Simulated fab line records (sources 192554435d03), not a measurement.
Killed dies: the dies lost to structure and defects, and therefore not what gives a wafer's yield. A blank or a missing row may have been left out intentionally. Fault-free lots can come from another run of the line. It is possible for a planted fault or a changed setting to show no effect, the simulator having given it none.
Struck lot and sound lot, side by side / flow n5_finfet / 38 steps out of a route of 1938
Sound: the wafers L620.2, L620.3, L620.6. Struck: wafer L618.6. (L618.2, L618.5 of the same lot were not struck and are left out.) The cause comes at the end.
For every step that has rows: the tool of each side, followed by ch and its chambers, followed by its first start. Under that, the readings that differ: sound wafers / struck wafers / difference of the means / sigmas: that difference in standard deviations of wafers without a fault.
alike: same words and numbers on both sides, and readings whose means sit less than 2 such deviations apart. not compared: any withheld reading, any reading some wafer has no value for, any bound like >300 that may hide the same value, and any number with overlapping values for which the record gives no deviation.
Wherever a step has rows on one side only, a row that says differs or no value, or a row with sigmas, the two part there. Numbers that have no deviation but don't overlap get no sigmas and don't part them. A reading missing from all wafers of one side parts the sides only when that side holds two or more wafers.

first, 9 steps without rows for these wafers: N5_MOL_CONTACT_COAG_SPUTTER_130 (material Co, target thk 47.5 nm); N5_MOL_CONTACT_COAG_PRECLEAN_125 (cleans in DIW, time 57.5 s); N5_MOL_CONTACT_COAG_SRD_126 (dry time 32 s); N5_MOL_CONTACT_COAG_CMP_23 (polishes, stops on SiO2, t overpolish 1.5 s, target thk 0 nm); N5_MOL_CONTACT_COAG_WET_ETCH_26 (target Co, target depth 13 nm); N5_MOL_CONTACT_COAG_WET_ETCH_116 (etches the open film in SC1-inhibited, target depth 4.6 nm, rinse time 30 s); N5_MOL_CONTACT_COAG_ALD_27 (deposits SiOC, target thk 17 nm, pulse time 1.5 s, time 2720 s); N5_MOL_CONTACT_COAG_CMP_28 (polishes, stops on SiNx, t overpolish 0.85 s, target thk 14.522 nm); N5_MOL_CONTACT_COAG_ALD_123 (deposits SiNx, target thk 5 nm, pulse time 1 s, purge time 2 s).
N5_MOL_CONTACT_COAG_PECVD_31: deposits SiO2 from TEOS/O2, target thk 46 nm, time 8.9 s.
  sound on pecvd-01 ch 0,1, day 8 13:51; struck on pecvd-04 ch 0, day 8 06:40
reading=model.SiO2_of_MOL_CONTACT_COAG_PECVD_31.thk_nm (nm); sound=45.4 45.6 46; struck=42.8; difference=-2.9; sigmas=
  not compared: susceptor_temp_C
then, 19 steps without rows for these wafers: N5_MOL_CONTACT_COAG_COAT_75 (time 60 s, resist thk 60 nm); N5_MOL_CONTACT_COAG_COAT_76 (time 60 s, resist thk 10 nm); N5_MOL_CONTACT_COAG_COAT_77 (time 60 s, resist thk 10 nm); N5_MOL_CONTACT_COAG_COAT_78 (resist thk 40 nm); N5_MOL_CONTACT_COAG_EBR_80; N5_MOL_CONTACT_COAG_SOFTBAKE_79 (time 60 s); N5_MOL_CONTACT_COAG_EXPOSE_81 (exposes mask VG, defocus 0 nm); N5_MOL_CONTACT_COAG_PEB_82 (peb time 60 s); N5_MOL_CONTACT_COAG_DEVELOP_83 (develop time 30 s); N5_MOL_CONTACT_COAG_DESCUM_88 (chemistry O2, time 7 s); N5_MOL_CONTACT_COAG_ETCH_89 (etches underlayer in N2/H2, target depth 13 nm, time 10.4 s); N5_MOL_CONTACT_COAG_ETCH_90 (etches SiARC in CF4, target depth 13 nm, time 21.7 s); N5_MOL_CONTACT_COAG_ALD_131 (deposits SiO2, target thk 5 nm, pulse time 1 s, co reactant pulse time 1 s); N5_MOL_CONTACT_COAG_ETCHBACK_132 (etches SiO2 in CHF3, target depth 10 nm, time 6.7 s); N5_MOL_CONTACT_COAG_ETCH_91 (etches SOC in N2/H2, target depth 60 nm, overetch 21 nm, time 101.2 s); N5_MOL_CONTACT_COAG_STRIP_92 (strips in N2/H2); N5_MOL_CONTACT_COAG_STRIP_93 (strips in N2/H2); N5_MOL_CONTACT_COAG_ETCHBACK_135 (etches SiO2 in CHF3, target depth 25 nm, time 16.7 s); N5_MOL_CONTACT_COAG_STRIP_118 (strips in CHF3).
N5_MOL_CONTACT_COAG_VIA_ETCH_46: etches SiO2 in C4F6/O2, target depth 46 nm, overetch 9.2 nm, time 40 s.
  sound on rie_diel-03 ch 1,2,3, day 8 16:54; struck on rie_diel-02 ch 2, day 8 08:22
reading=model.etch.depth_nm (nm); sound=45.32 45.51 45.95; struck=42.83; difference=-2.76; sigmas=
  alike: drypump_motor_current_A, oes_product_au, rf_vpp_V, showerhead_plenum_p_Torr, throttle_valve_pct
  not compared: rf_hours_counter_h
then, 5 steps without rows for these wafers: N5_MOL_CONTACT_COAG_STRIP_96 (strips in N2/H2); N5_MOL_CONTACT_COAG_ETCH_47 (etches SiNx in CH3F/O2, stops on W, target depth 27 nm); N5_MOL_CONTACT_COAG_STRIP_119 (strips in N2/H2, time 30 s); N5_MOL_CONTACT_COAG_PRECLEAN_144 (cleans in alkaline clean, time 60 s); N5_MOL_CONTACT_COAG_SRD_145 (time 30 s).
N5_MOL_CONTACT_COAG_CMP_52: polishes, stops on SiO2, t overpolish 1.5 s, target thk 66.5 nm.
  sound on cmp-02 ch 0,1,2, day 8 20:18; struck on cmp-02 ch 0, day 8 12:15
reading=model.SiO2_of_MOL_CONTACT_COAG_PECVD_31.thk_nm (nm); sound=43.2 43.4 43.8; struck=40.8; difference=-2.7; sigmas=
  alike: motor_current_A, slurry_filter_dp_kPa
N5_MOL_CONTACT_COAG_THK_MEAS_53:
  sound: film_metro-02 at day 8 20:34; struck: film_metro-01 at day 8 12:26
reading=VIA_MOL_THK (nm); sound=43.2 43.4 43.8; struck=40.8; difference=-2.7; sigmas=-4
-- the record jumps here: 7 days lie between the struck wafers' starts before and after (it left off in module MOL_CONTACT_COAG and takes up again in module PASSIVATION, whose first step shown is number 1936 of the route) --
N5_PASSIVATION_PROBE_49:
  only the struck wafers here have rows in the record (prober-01, day 15 10:52); the sound ones have none

== WHERE THEY PART ==
At N5_MOL_CONTACT_COAG_THK_MEAS_53 first; at N5_PASSIVATION_PROBE_49 last (within this record only).

WHY: the cause the simulator had injected
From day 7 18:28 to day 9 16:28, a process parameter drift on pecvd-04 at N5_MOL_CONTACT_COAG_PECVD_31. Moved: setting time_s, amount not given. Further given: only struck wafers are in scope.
